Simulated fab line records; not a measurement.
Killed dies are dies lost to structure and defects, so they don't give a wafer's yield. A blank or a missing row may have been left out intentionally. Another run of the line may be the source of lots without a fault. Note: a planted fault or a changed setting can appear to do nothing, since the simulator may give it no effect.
Chamber matching / flow n5Finfet / aldSin-03 running N5_SPACER0_ALD_00: 4 sister chambers
The step deposits SiOCN, target thk 3.5 nm, pulse time 3 s, purge time 2 s. 33 wafers are shown with their chamber, then 12 later ones without.

WAFERS PAIRED WITH THEIR CHAMBERS
wafer=L074.1; chamber=2; heaterPowerW (W)=847; precursorPulseHeightRel=0.997
wafer=L074.2; chamber=0; heaterPowerW (W)=773; precursorPulseHeightRel=0.976
wafer=L074.3; chamber=3; heaterPowerW (W)=740; precursorPulseHeightRel=0.982
wafer=L075.1; chamber=3; heaterPowerW (W)=744; precursorPulseHeightRel=1.005
wafer=L075.4; chamber=0; heaterPowerW (W)=773; precursorPulseHeightRel=0.997
wafer=L075.6; chamber=3; heaterPowerW (W)=750; precursorPulseHeightRel=1.008
wafer=L078.2; chamber=3; heaterPowerW (W)=727; precursorPulseHeightRel=0.994
wafer=L078.4; chamber=0; heaterPowerW (W)=780; precursorPulseHeightRel=0.998
wafer=L078.5; chamber=0; heaterPowerW (W)=769; precursorPulseHeightRel=0.974
wafer=L080.1; chamber=0; heaterPowerW (W)=745; precursorPulseHeightRel=1.006
wafer=L080.2; chamber=2; heaterPowerW (W)=874; precursorPulseHeightRel=0.978
wafer=L080.3; chamber=3; heaterPowerW (W)=749; precursorPulseHeightRel=1.033
wafer=L080.4; chamber=1; heaterPowerW (W)=793; precursorPulseHeightRel=0.958
wafer=L080.5; chamber=3; heaterPowerW (W)=748; precursorPulseHeightRel=1.046
wafer=L080.6; chamber=0; heaterPowerW (W)=772; precursorPulseHeightRel=1.025
wafer=L081.2; chamber=2; heaterPowerW (W)=878; precursorPulseHeightRel=0.967
wafer=L081.3; chamber=3; heaterPowerW (W)=719; precursorPulseHeightRel=1.000
wafer=L081.5; chamber=2; heaterPowerW (W)=851; precursorPulseHeightRel=1.006
wafer=L082.1; chamber=0; heaterPowerW (W)=779; precursorPulseHeightRel=1.010
wafer=L082.2; chamber=3; heaterPowerW (W)=746; precursorPulseHeightRel=1.016
wafer=L082.3; chamber=1; heaterPowerW (W)=834; precursorPulseHeightRel=1.003
wafer=L082.4; chamber=2; heaterPowerW (W)=871; precursorPulseHeightRel=0.990
wafer=L082.5; chamber=2; heaterPowerW (W)=856; precursorPulseHeightRel=0.994
wafer=L082.6; chamber=1; heaterPowerW (W)=798; precursorPulseHeightRel=0.976
wafer=L083.1; chamber=3; heaterPowerW (W)=746; precursorPulseHeightRel=1.045
wafer=L083.3; chamber=1; heaterPowerW (W)=805; precursorPulseHeightRel=0.966
wafer=L083.4; chamber=2; heaterPowerW (W)=858; precursorPulseHeightRel=1.015
wafer=L086.3; chamber=3; heaterPowerW (W)=754; precursorPulseHeightRel=1.023
wafer=L086.4; chamber=1; heaterPowerW (W)=803; precursorPulseHeightRel=0.983
wafer=L086.6; chamber=1; heaterPowerW (W)=831; precursorPulseHeightRel=1.032
wafer=L087.2; chamber=1; heaterPowerW (W)=808; precursorPulseHeightRel=0.995
wafer=L087.3; chamber=3; heaterPowerW (W)=741; precursorPulseHeightRel=0.987
wafer=L087.4; chamber=2; heaterPowerW (W)=865; precursorPulseHeightRel=0.978

SIGNATURES (averages over the wafers above)
reading=heaterPowerW; chamber 0=770.14; chamber 1=810.29; chamber 2=862.50; chamber 3=742.18; scatter within a chamber=12.2
reading=precursorPulseHeightRel; chamber 0=0.99800; chamber 1=0.98757; chamber 2=0.99062; chamber 3=1.01264; scatter within a chamber=0.0207
Rule: a wafer lies at a distance from a chamber equal to the root of the sum of squares, over the readings, of (its reading less the chamber's mean, divided by the reading's scatter). The wafer belongs to the nearest chamber; if the next one is less than 2 further off, it can't be placed. How the scatter is found: for the shown wafers, subtract from each reading the mean of its chamber, square and add these, divide the total by (wafers less chambers), then take the root.

WAFERS MISSING THEIR CHAMBER
wafer=L088.3; heaterPowerW (W)=754; precursorPulseHeightRel=0.987
wafer=L088.4; heaterPowerW (W)=880; precursorPulseHeightRel=0.995
wafer=L088.5; heaterPowerW (W)=740; precursorPulseHeightRel=1.007
wafer=L089.1; heaterPowerW (W)=776; precursorPulseHeightRel=0.962
wafer=L089.2; heaterPowerW (W)=874; precursorPulseHeightRel=1.028
wafer=L089.3; heaterPowerW (W)=752; precursorPulseHeightRel=1.007
wafer=L089.4; heaterPowerW (W)=805; precursorPulseHeightRel=0.987
wafer=L089.5; heaterPowerW (W)=790; precursorPulseHeightRel=0.981
wafer=L089.6; heaterPowerW (W)=767; precursorPulseHeightRel=1.021
wafer=L090.1; heaterPowerW (W)=781; precursorPulseHeightRel=1.011
wafer=L090.2; heaterPowerW (W)=817; precursorPulseHeightRel=1.010
wafer=L090.3; heaterPowerW (W)=763; precursorPulseHeightRel=1.012

WHICH CHAMBER EACH ONE RAN IN
wafer=L088.3; from the rows above=can't be placed: 0 or 3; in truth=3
wafer=L088.4; from the rows above=2; in truth=2
wafer=L088.5; from the rows above=3; in truth=3
wafer=L089.1; from the rows above=can't be placed: 0 or 1 or 3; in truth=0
wafer=L089.2; from the rows above=2; in truth=2
wafer=L089.3; from the rows above=can't be placed: 3 or 0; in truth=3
wafer=L089.4; from the rows above=1; in truth=1
wafer=L089.5; from the rows above=can't be placed: 1 or 0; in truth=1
wafer=L089.6; from the rows above=can't be placed: 0 or 3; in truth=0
wafer=L090.1; from the rows above=can't be placed: 0 or 1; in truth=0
wafer=L090.2; from the rows above=1; in truth=1
wafer=L090.3; from the rows above=can't be placed: 0 or 3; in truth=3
Correct placement for 5 of the 12. Cannot be placed on the basis of these rows: 7; the candidates contain the true chamber in 7. Wrongly placed: 0.
